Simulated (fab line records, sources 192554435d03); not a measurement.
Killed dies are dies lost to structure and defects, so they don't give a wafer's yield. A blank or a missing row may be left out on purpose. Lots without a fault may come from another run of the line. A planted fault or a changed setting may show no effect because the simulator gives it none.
Split-lot experiment | flow n5_finfet | 7 lots, 21 wafers read, on a route of 1938 steps

THE SPLIT
At N5_HKMG_FIN_COAT_06 (resist thk 90 nm), the setting spin_rpm was moved away from the recipe's 1500 rpm on 12 of the 21 wafers read, by -10.3% to +10.5%. The other wafers ran this setting at the recipe's value.

The reading is taken at the split's own step.

THE READING
CAR-ArF_of_HKMG_FIN_COAT_06.thk_nm (the simulator's own value, which no gauge read), in nm, at N5_HKMG_FIN_COAT_06 (resist thk 90 nm). The file gives no usual value for it. The 9 wafers here that ran the recipe average 89.9 nm, standard deviation 0.19 nm.

wafer  | tool, chamber at the split | spin_rpm as run, rpm | against the recipe | CAR-ArF_of_HKMG_FIN_COAT_06.thk_nm, nm | against lot-mates on the recipe
L076.2 | litho_track-01, 0          | 1650                 | +10.0%             | 85.8                                   | -4.2
L076.5 | litho_track-01, 0          | 1500                 | recipe             | 90                                     | -
L076.6 | litho_track-01, 0          | 1500                 | recipe             | 90                                     | -
L077.1 | litho_track-01, 0          | 1500                 | recipe             | 90.2                                   | -
L077.3 | litho_track-01, 0          | 1416                 | -5.6%              | 92.6                                   | +2.4
L077.5 | litho_track-01, 0          | 1416                 | -5.6%              | 92.4                                   | +2.2
L083.3 | litho_track-02, 0          | 1446                 | -3.6%              | 91.6                                   | +1.8
L083.5 | litho_track-02, 0          | 1446                 | -3.6%              | 91.4                                   | +1.6
L083.6 | litho_track-02, 0          | 1500                 | recipe             | 89.8                                   | -
L084.2 | litho_track-01, 0          | 1430                 | -4.7%              | 92                                     | +2.4
L084.6 | litho_track-01, 0          | 1430                 | -4.7%              | 92                                     | +2.4
L084.5 | litho_track-01, 0          | 1500                 | recipe             | 89.6                                   | -
L088.4 | litho_track-01, 0          | 1346                 | -10.3%             | 95.4                                   | +5.4
L088.5 | litho_track-01, 0          | 1346                 | -10.3%             | 95.4                                   | +5.4
L088.6 | litho_track-01, 0          | 1500                 | recipe             | 90                                     | -
L095.2 | litho_track-02, 0          | 1658                 | +10.5%             | 85.8                                   | no lot-mate on the recipe
L095.5 | litho_track-02, 0          | 1658                 | +10.5%             | 85.6                                   | no lot-mate on the recipe
L095.6 | litho_track-02, 0          | 1658                 | +10.5%             | 85.6                                   | no lot-mate on the recipe
L097.3 | litho_track-01, 0          | 1500                 | recipe             | 89.8                                   | -
L097.4 | litho_track-01, 0          | 1500                 | recipe             | 89.8                                   | -
L097.5 | litho_track-01, 0          | 1500                 | recipe             | 89.6                                   | -

THE FIT
A straight line over all 21 wafers: CAR-ArF_of_HKMG_FIN_COAT_06.thk_nm changes by -0.447 nm for each +1% of spin_rpm; r = -0.99; the points scatter about the line by 0.35 nm.
The same after taking each lot's own level away (the mean of its wafers on the recipe; 18 wafers): -0.476 nm for each +1%; r = -0.99; scatter 0.27 nm.
On that fit, the largest move of spin_rpm shifts the reading by 5 nm.
The lots' own levels span 89.60 to 90.20 nm, that is 3.2 times the standard deviation above.
So the lot-to-lot level changes the slope little: the two slopes agree.
Check: with one of the wafers moved furthest among these (-10.3%) left out of the fit, the line predicts +4.81 nm for it against its lot-mates. It came out at +5.4 nm against them.

OTHER SPLITS ON THESE WAFERS
These wafers also went through other splits before the reading. Each is held against what the fit with the lots' levels taken away leaves over:
other split on the same wafers            | wafers away from the commonest value | r with CAR-ArF_of_HKMG_FIN_COAT_06.thk_nm (lot level and that fit taken away)
N5_PMOS_HMC_CHANNEL_EPI_PEB_07 peb_temp_c | 4                                    | +0.30
N5_FIN_SAQP_SPACER2_ALD_28 temp_c         | 5                                    | -0.63
N5_FIN_CUT_CUT_ETCH_15 time_s             | 6                                    | +0.24
N5_DUMMY_GATE_COAT_09 spin_rpm            | 5                                    | -0.35
N5_DUMMY_GATE_ETCH_37 source_w            | 6                                    | +0.19

THE FILE'S OWN FIT
CAR-ArF_of_HKMG_FIN_COAT_06.thk_nm changes by -0.47 nm for each +1% of spin_rpm, r = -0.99.
